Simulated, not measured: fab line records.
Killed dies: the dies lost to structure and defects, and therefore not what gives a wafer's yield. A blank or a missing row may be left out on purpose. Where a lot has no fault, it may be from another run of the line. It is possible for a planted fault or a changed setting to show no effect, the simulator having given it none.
8D (eight disciplines) problem report, filled in by code :: flow nand_harc :: the parts of the form that need people (team, actions taken, sign-off) are left out

1. THE ISSUE
Mean of killed_at_array at NHARC_END_SORT_01: 553 across 3 wafers in 2 lots; on wafers with no fault it is 57 (standard deviation 20). That puts it +25 standard deviations away from the usual mean.
First observed at day 28 19:05: wafer L818.1, on prober-01. The record has a number at this step for 5 wafers belonging to 2 lots. By rule, "out" or "out of limits" means more than 4 standard deviations away from the usual mean. All remaining wafers that have a number are taken as sound.

2. WHAT IT IS, AND WHAT IT ISN'T
question: which readings at this step
is: killed_at_array, killed_dies
is not: killed_at_other, killed_at_periphery, killed_open, killed_short

question: which lots
is: L818, L820
is not: -

question: which wafers of those lots
is: L818.1, L820.1, L820.4
is not: L818.2, L820.6

question: read on which gauges
is: prober-01
is not: -

question: when
is: from day 28 19:05
is not: up to then (0 sound wafers); but 2 sound wafers of L818, L820 came after

3. SUSPECTS, AND WHAT RULES EACH OUT
Counting: a tool at a process step up to the reading stays a suspect if it ran every lot that is out. Sound lots after the first of them don't rule it out here, since some wafers of a struck lot are sound.
- the gauge at NHARC_END_SORT_01: ruled out. All the wafers that are out were read on prober-01, but those of them that NHARC_A_CONTACT_ETCH_88 has rows for are out there too, on other tools.
- har_cap_etch-03 at NHARC_A_CONTACT_ETCH_132 (etches the open film in C4F8/O2/Ar, time 197 s, target depth 1924 nm): kept. It ran every lot that is out, first L818 (day 26 11:28).
- rie_diel-08 at NHARC_A_CONTACT_DESCUM_13 (chemistry O2, time 3 s): kept. It ran every lot that is out, first L818 (day 26 18:01).
- rie_diel-08 at NHARC_A_CONTACT_ETCH_88 (etches the open film in CF4, target depth 39 nm, time 65 s): kept. It ran every lot that is out, first L818 (day 26 18:05). Out on those wafers are its own readings of oes_product_au.
- har_cap_etch-01 at NHARC_A_CONTACT_ETCH_135 (etches the open film in C4F8/O2/Ar, time 311 s, target depth 1912 nm): kept. It ran every lot that is out, first L818 (day 26 19:19).
Left after counting: har_cap_etch-03 at NHARC_A_CONTACT_ETCH_132, rie_diel-08 at NHARC_A_CONTACT_DESCUM_13, rie_diel-08 at NHARC_A_CONTACT_ETCH_88, har_cap_etch-01 at NHARC_A_CONTACT_ETCH_135.

4. THE CAUSE (what the simulator had put in)
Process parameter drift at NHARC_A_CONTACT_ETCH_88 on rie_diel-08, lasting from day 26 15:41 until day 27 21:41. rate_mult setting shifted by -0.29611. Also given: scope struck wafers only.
Of the 4 suspects that counting leaves, this tool is one.

5. THE EFFECT CHAIN, in route order
Each row: a reading whose mean over the struck wafers that have a number lies more than 3 standard deviations from the usual. Only readings whose record carries a usual standard deviation are examined. hours: median over the lots of the time between each lot's start at the first step of this table that gives one and its start at this step. sigmas: the change, counted in usual standard deviations.
hours: 0
step: NHARC_A_CONTACT_ETCH_88
reading: oes_product_au
usual: 1.001 a.u.
on struck wafers: 0.815
change: -0.186
sigmas: -19

hours: 52
step: NHARC_END_SORT_01
reading: killed_at_array
usual: 57
on struck wafers: 553
change: +496
sigmas: +25

hours: 52
step: NHARC_END_SORT_01
reading: killed_dies
usual: 62
on struck wafers: 557
change: +495
sigmas: +24
Process steps it contains:
- NHARC_A_CONTACT_ETCH_88: etches the open film in CF4, target depth 39 nm, time 65 s.

6. WHAT WOULD HAVE CAUGHT IT SOONER
51 hours passed between the start of the fault at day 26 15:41 and the first reading out of limits at a measuring or inspecting step in this record, taken at day 28 19:05.
Tool's own readings at NHARC_A_CONTACT_ETCH_88, oes_product_au: out on all struck wafers the step has rows for; an alarm limit on them would have tripped on the first.
By day 28 19:05, every lot that is out (2) had started NHARC_A_CONTACT_ETCH_88 on rie_diel-08. Holding the tool at that point would not have protected any of them.
